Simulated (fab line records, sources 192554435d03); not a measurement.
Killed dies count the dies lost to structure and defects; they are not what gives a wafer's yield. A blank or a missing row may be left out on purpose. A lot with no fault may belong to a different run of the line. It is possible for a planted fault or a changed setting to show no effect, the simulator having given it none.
Which tool did it?	flow n5 finfet	27 wafers from 9 lots sampled at 6 of the route's 1938 steps

WHAT EACH GAUGE READ, for each wafer
N5_BEOL_M1_CD_MEAS_28: target cd y 23.3 nm. Usual: cd nm reads 23.94 nm (standard deviation 0.22).
lot	measured	on	cd nm (nm)	flag
L862	day 6 18:56	cd sem-02	24.22 24.69 23.89	
L861	day 6 20:36	cd sem-02	23.78 23.88 23.65	
L864	day 7 03:23	cd sem-03	23.83 23.64 24.09	
L870	day 8 05:49	cd sem-01	24.60 25.02 24.43	OFF
L871	day 8 09:00	cd sem-01	24.62 24.88 24.62	OFF
L874	day 9 08:49	cd sem-01	24.25 23.94 23.93	
L879	day 10 14:29	cd sem-02	24.04 23.65 24.28	
L882	day 11 10:44	cd sem-02	24.11 23.57 23.68	
L884	day 11 23:07	cd sem-02	23.90 23.53 23.92	

N5_BEOL_M4_RC_MEAS_101. Usual: DIBL_N 36.0 mV/V, standard deviation 1.7; DIBL_P 36.2 mV/V, standard deviation 1.9; IOFF_N 0.154 nA/um, standard deviation 0.028; IOFF_P 0.21 nA/um, standard deviation 0.036; ION_N 675 uA/um, standard deviation 11; ION_P 463 uA/um, standard deviation 8.3; SS_N 71.4 mV/dec, standard deviation 0.63; SS_P 73.2 mV/dec, standard deviation 0.55; VT_N 250.2 mV, standard deviation 3; VT_P -251 mV, standard deviation 3.7.
lot	measured	on	DIBL_N (mV/V)	DIBL_P (mV/V)	IOFF_N (nA/um)	IOFF_P (nA/um)	ION_N (uA/um)	ION_P (uA/um)	SS_N (mV/dec)	SS_P (mV/dec)	VT_N (mV)	VT_P (mV)	flag
L862	day 9 05:26	prober-01	35.0 38.3 39.0	33.2 38.5 38.7	0.116 0.186 0.196	0.17 0.26 0.26	670 688 700	455 474 477	71.2 72.9 72.4	73.0 73.9 73.9	252.2 245.6 245.2	-252 -247 -246	
L861	day 9 00:48	prober-02	37.5 34.2 36.4	37.4 33.4 35.8	0.178 0.133 0.157	0.29 0.23 0.26	673 672 666	469 475 468	71.7 70.0 71.2	73.6 73.3 73.5	248.0 251.1 253.0	-242 -245 -243	
L864	day 11 04:26	prober-02	32.7 35.9 36.7	32.2 34.8 36.0	0.103 0.140 0.152	0.16 0.19 0.20	668 672 678	463 457 458	70.7 70.7 70.6	72.2 73.0 73.6	255.7 251.5 250.0	-256 -255 -251	
L870	day 12 18:04	prober-02	35.3 37.6 35.9	34.8 36.5 35.5	0.139 0.168 0.142	0.19 0.21 0.19	680 674 670	463 459 453	71.2 72.3 71.2	73.5 73.3 73.5	248.6 250.2 251.0	-253 -250 -254	
L871	day 13 03:38	prober-02	38.4 36.0 37.1	38.3 35.2 35.5	0.186 0.135 0.162	0.21 0.17 0.18	689 667 677	457 452 456	71.5 71.5 71.9	73.9 73.1 73.5	247.5 250.2 250.1	-252 -253 -255	
L874	day 13 08:44	prober-02	33.4 36.1 36.1	33.4 36.3 36.0	0.116 0.161 0.152	0.18 0.22 0.21	651 667 667	457 461 459	70.2 71.7 72.3	72.5 73.4 72.6	254.3 250.3 252.9	-250 -248 -251	
L879	day 15 03:25	prober-02	37.2 39.3 36.8	37.0 38.5 36.7	0.177 0.221 0.175	0.23 0.26 0.24	681 682 687	468 466 474	71.8 72.9 70.9	73.7 73.6 74.0	250.5 246.6 247.1	-249 -246 -248	
L882	day 15 06:41	prober-02	37.4 37.1 34.3	39.0 37.7 34.6	0.203 0.182 0.134	0.29 0.27 0.21	690 676 668	476 471 466	71.6 71.2 70.7	74.1 73.0 72.8	243.0 246.8 252.2	-243 -244 -243	
L884	day 15 11:02	prober-02	36.1 35.9 37.9	36.9 34.8 39.6	0.145 0.148 0.192	0.21 0.19 0.25	660 662 697	455 456 471	71.4 71.4 72.3	73.0 72.7 73.9	253.2 252.0 247.7	-253 -252 -249	

EACH LOT AND THE TOOL THAT RAN IT (in order: tool; ch and the chambers of the sampled wafers; start)
lot	N5_BEOL_M0_ANNEAL_119	N5_BEOL_M1_EXPOSE_25	N5_BEOL_M1_ETCHBACK_99	N5_BEOL_M1_VIA_ETCH_34
L862	rtp anneal-02 ch 0, day 6 14:11	euv scanner-01 ch 0, day 6 18:47	rie diel-02 ch 1,2,3, day 7 00:21	rie diel-02 ch 1,2,3, day 7 00:29
L861	rtp anneal-02 ch 0, day 6 16:07	euv scanner-01 ch 0, day 6 20:28	rie diel-06 ch 0,1, day 7 00:36	rie diel-06 ch 0,1, day 7 00:44
L864	rtp anneal-01 ch 0, day 7 01:05	euv scanner-01 ch 0, day 7 03:16	rie diel-06 ch 0,2,3, day 7 06:07	rie diel-06 ch 0,2,3, day 7 06:16
L870	rtp anneal-02 ch 0, day 8 03:00	euv scanner-01 ch 0, day 8 05:41	rie diel-04 ch 0,1, day 9 03:55	rie diel-04 ch 0,1, day 9 04:03
L871	rtp anneal-01 ch 0, day 8 06:31	euv scanner-01 ch 0, day 8 08:51	rie diel-02 ch 0,2,3, day 9 17:14	rie diel-02 ch 0,2,3, day 9 17:23
L874	rtp anneal-02 ch 0, day 9 04:11	euv scanner-02 ch 0, day 9 08:40	rie diel-04 ch 0,1,3, day 10 09:50	rie diel-04 ch 0,1,3, day 10 09:59
L879	rtp anneal-02 ch 0, day 10 08:35	euv scanner-02 ch 0, day 10 14:20	rie diel-02 ch 0,1,3, day 10 21:59	rie diel-02 ch 0,1,3, day 10 22:08
L882	rtp anneal-02 ch 0, day 11 06:34	euv scanner-02 ch 0, day 11 10:36	rie diel-06 ch 0,1, day 11 15:22	rie diel-06 ch 0,1, day 11 15:30
L884	rtp anneal-02 ch 0, day 11 18:55	euv scanner-02 ch 0, day 11 22:58	rie diel-04 ch 0,2,3, day 12 11:09	rie diel-04 ch 0,2,3, day 12 11:17
- N5_BEOL_M0_ANNEAL_119: time 90 s.
- N5_BEOL_M1_EXPOSE_25: exposes mask V0, defocus 5 nm, target cd 24 nm.
- N5_BEOL_M1_ETCHBACK_99: etches SiO2 in CHF3, target depth 5 nm, time 10.4 s.
- N5_BEOL_M1_VIA_ETCH_34: etches the open film in C4F6/O2, target depth 67.8 nm, time 64.4 s.

WHAT THE TOOLS THEMSELVES READ (means of the sampled wafers that have a number; where no wafer has one, the mark that the record gives instead)
N5_BEOL_M0_ANNEAL_119. Usual: wafer_temp_C_max reads 226.04 (standard deviation 0.28).
lot	tool	wafer_temp_C_max	flag
L862	rtp anneal-02	225.90	
L861	rtp anneal-02	225.58	
L864	rtp anneal-01	226.23	
L870	rtp anneal-02	226.08	
L871	rtp anneal-01	225.86	
L874	rtp anneal-02	225.80	
L879	rtp anneal-02	226.21	
L882	rtp anneal-02	225.63	
L884	rtp anneal-02	225.94	

N5_BEOL_M1_EXPOSE_25. Usual: exposure dose mJ cm2 reads 63.00 (standard deviation 0.063).
lot	tool	exposure dose mJ cm2	flag
L862	euv scanner-01	62.95	
L861	euv scanner-01	63.06	
L864	euv scanner-01	63.00	
L870	euv scanner-01	65.59	OFF
L871	euv scanner-01	65.81	OFF
L874	euv scanner-02	63.05	
L879	euv scanner-02	63.04	
L882	euv scanner-02	62.95	
L884	euv scanner-02	63.04	

N5_BEOL_M1_ETCHBACK_99. Usual: drypump motor current A 5.6 A, standard deviation 0.36; oes product au 0.76 a.u., standard deviation 0.093; rf vpp V 240 V, standard deviation 5.6; showerhead plenum p Torr 2.12 Torr, standard deviation 0.067; throttle valve pct 17.09 %, standard deviation 0.22.
lot	tool	drypump motor current A (A)	oes product au (a.u.)	rf vpp V (V)	showerhead plenum p Torr (Torr)	throttle valve pct (%)	flag
L862	rie diel-02	5.7	0.72	242	2.10	17.02	
L861	rie diel-06	5.2	0.85	245	2.10	16.86	
L864	rie diel-06	5.2	0.78	245	2.13	17.10	
L870	rie diel-04	6.1	0.78	234	2.07	17.15	
L871	rie diel-02	5.6	0.79	242	2.14	17.08	
L874	rie diel-04	5.9	0.76	234	2.09	17.12	
L879	rie diel-02	5.7	0.78	240	2.11	17.01	
L882	rie diel-06	5.4	0.77	243	2.07	17.02	
L884	rie diel-04	5.6	0.76	238	2.15	17.09	

N5_BEOL_M1_VIA_ETCH_34. Usual: drypump motor current A 5.6 A, standard deviation 0.36; oes product au 0.76 a.u., standard deviation 0.093; rf vpp V 664 V, standard deviation 15; showerhead plenum p Torr 2.80 Torr, standard deviation 0.085; throttle valve pct 30.77 %, standard deviation 0.22.
lot	tool	drypump motor current A (A)	oes product au (a.u.)	rf vpp V (V)	showerhead plenum p Torr (Torr)	throttle valve pct (%)	flag
L862	rie diel-02	5.7	0.72	667	2.77	30.59	
L861	rie diel-06	5.2	0.84	676	2.77	30.65	
L864	rie diel-06	5.2	0.78	676	2.82	30.80	
L870	rie diel-04	6.1	0.77	649	2.75	30.98	
L871	rie diel-02	5.5	0.79	670	2.83	30.67	
L874	rie diel-04	5.9	0.76	650	2.76	30.84	
L879	rie diel-02	5.7	0.78	661	2.79	30.62	
L882	rie diel-06	5.4	0.77	672	2.75	30.78	
L884	rie diel-04	5.6	0.75	659	2.84	30.78	

THE ANSWER, worked out from the rows above alone
Rule: a lot is off if the mean of its wafers that have a number lies more than 3 standard deviations from the usual mean. Also off: a lot with no number at a reading for which 4 or more lots have one. Any other lot the step has rows for is counted as sound. The gauges are gone through in route order, then the tools' own readings, and for those a lot's mean is taken as printed above. The first step at which some lot is off is used, and at that step the reading that is off furthest; a lot without a number counts as furthest.
Off: L870, L871 (N5_BEOL_M1_CD_MEAS_28, cd nm).
A tool fits if, at a process step before that reading, it ran every lot that is off, and no sound lot after the first of them. The gauges at N5_BEOL_M1_CD_MEAS_28 aren't tried: what is off there is off at N5_BEOL_M1_EXPOSE_25 too, on other tools, and a gauge's error can't cause that. One candidate fits, namely euv scanner-01 at N5_BEOL_M1_EXPOSE_25. Its last sound lot is L864 (day 7 03:16), its first lot that is off L870 (day 8 05:41): a fault that began between those two fits.
The tool's own readings at N5_BEOL_M1_EXPOSE_25 bear it out: on the lots that are off they differ by more than 5 times the standard deviation of the sound lots' means. exposure dose mJ cm2 reads 65.70 there against 63.01 on the sound lots.

WHAT THE SIMULATOR PUT IN
Process parameters drifting: euv scanner-01 at N5_BEOL_M1_EXPOSE_25, beginning at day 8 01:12. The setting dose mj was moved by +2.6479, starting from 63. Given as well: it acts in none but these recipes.
Lots struck among those shown: L870, L871. The same result came from the rule above.
